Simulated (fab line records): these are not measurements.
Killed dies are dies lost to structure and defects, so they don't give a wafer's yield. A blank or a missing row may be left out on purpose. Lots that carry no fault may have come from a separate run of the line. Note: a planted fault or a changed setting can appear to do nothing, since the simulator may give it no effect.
Comparing a struck lot with a sound one -- flow n5Finfet -- 15 out of 1938 route steps
Sound: these wafers, L820.2, L820.4, L820.6. Wafers L829.2, L829.3, L829.4 were the ones struck. The cause comes at the end.
At each step with rows: each side's tool, then ch and its chambers, then its first start. Under that, the readings that differ: sound wafers -- struck wafers -- difference of the means -- sigmas: that difference in standard deviations of wafers without a fault.
alike: readings with means less than 2 such deviations apart, plus words and numbers identical on both sides. not compared: withheld readings, readings lacking a value on some wafer, bounds such as >300 that could conceal the same value, and numbers that have no deviation in the record and whose values overlap.
A row with sigmas, a row that says differs or no value, or rows on one side alone: a step with any of these is where the two part. When numbers do not overlap yet have no deviation, they are printed without sigmas and do not part them. Lack of a reading on every wafer of one side parts them only where that side has two or more wafers.

N5_BEOL_M0_PRE_CLEAN_131: time 15 s.
  sound on cvdCo-01 ch 0,1, day 7 05:51; struck on cvdCo-01 ch 0,2, day 9 14:35
  alike: heaterPowerW
N5_BEOL_M0_CO_CAP_123: material Co, precursor CCTBA/H2, target thk 2 nm, time 102.1 s.
  sound on cvdCo-01 ch 0,1, day 7 05:53; struck on cvdCo-01 ch 0,2, day 9 14:37
  alike: heaterPowerW
then, 1 step without rows for these wafers: N5_BEOL_M0_PRE_CLEAN_124 (time 15 s).
N5_BEOL_M0_DEP_125: deposits SiCN from 3MS/NH3, target thk 8 nm, time 14 s.
  sound on pecvd-04 ch 0,2, day 7 06:00; struck on pecvd-01 ch 0,1,2, day 9 14:44
  alike: showerheadPlenumPTorr, throttleValvePct
N5_BEOL_M0_RS_MEAS_126: the measuring method here is four-point-probe.
  sound on filmMetro-02, day 7 06:04; struck on filmMetro-02, day 9 14:48
  alike: M0_RS
N5_BEOL_M0_INSPECT_127: inspects for defects (darkfield).
  sound on defectInspect-01, day 7 06:05; struck on defectInspect-02, day 9 14:50
  alike: rawDefectCount
N5_BEOL_M1_ILD_DEP_00: deposits SiOC from DEMS/O2, target thk 79 nm, time 15.3 s.
  sound on pecvd-01 ch 0,1, day 7 06:08; struck on pecvd-02 ch 0,1,2, day 9 14:52
  alike: heaterPowerW, showerheadPlenumPTorr, throttleValvePct
N5_BEOL_M1_THK_MEAS_01:
  sound on filmMetro-01, day 7 06:12; struck on filmMetro-02, day 9 14:56
  alike: M1_ILD_THK
then, 1 step without rows for these wafers: N5_BEOL_M1_PECVD_72 (deposits SiO2 from TEOS/O2, target thk 16 nm, time 18 s).
N5_BEOL_M1_HM_DEP_02: deposits TiN, target thk 20 nm.
  sound on pvdSputter-03, day 7 08:16; struck on pvdSputter-02, day 9 15:46
  alike: substrateTempC, throttleValvePct
then, 2 steps without rows for these wafers: N5_BEOL_M1_COAT_61 (time 60 s, resist thk 60 nm); N5_BEOL_M1_COAT_62 (time 60 s, resist thk 12 nm).
N5_BEOL_M1_COAT_73: time 60 s, resist thk 5 nm.
  sound on lithoTrack-03 ch 0, day 7 08:24; struck on lithoTrack-03 ch 0, day 9 15:54
reading,sound,struck,difference,sigmas
heaterPowerTotalW (W),391.8 389.9 392.3,401.5 404.0 402.2,+11.2,+9
plateTempC (C),204.94 204.97 205.12,209.96 210.13 210.03,+5.03,+31
  alike: chillPlateTempC, dispensePressureKPa
then, 1 step without rows for these wafers: N5_BEOL_M1_COAT_05 (resist thk 30 nm).
N5_BEOL_M4_RC_MEAS_101:
  sound on prober-01 ch 0, day 9 07:13; struck on prober-02 ch 0, day 11 15:04
reading,sound,struck,difference,sigmas
ION_P (uA/um),453 453 452,471 469 488,+23,+3
VT_P (mV),-256 -256 -254,-251 -248 -246,+7,+2
  alike: DIBL_N, DIBL_P, IOFF_N, IOFF_P, ION_N, SS_N, SS_P, VT_N

== WHERE THEY PART ==
First at N5_BEOL_M1_COAT_73; last, within this record, at N5_BEOL_M4_RC_MEAS_101.

WHY: what had been put in by the simulator
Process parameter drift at N5_BEOL_M1_COAT_73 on lithoTrack-03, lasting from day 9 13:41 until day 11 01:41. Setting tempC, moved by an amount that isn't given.
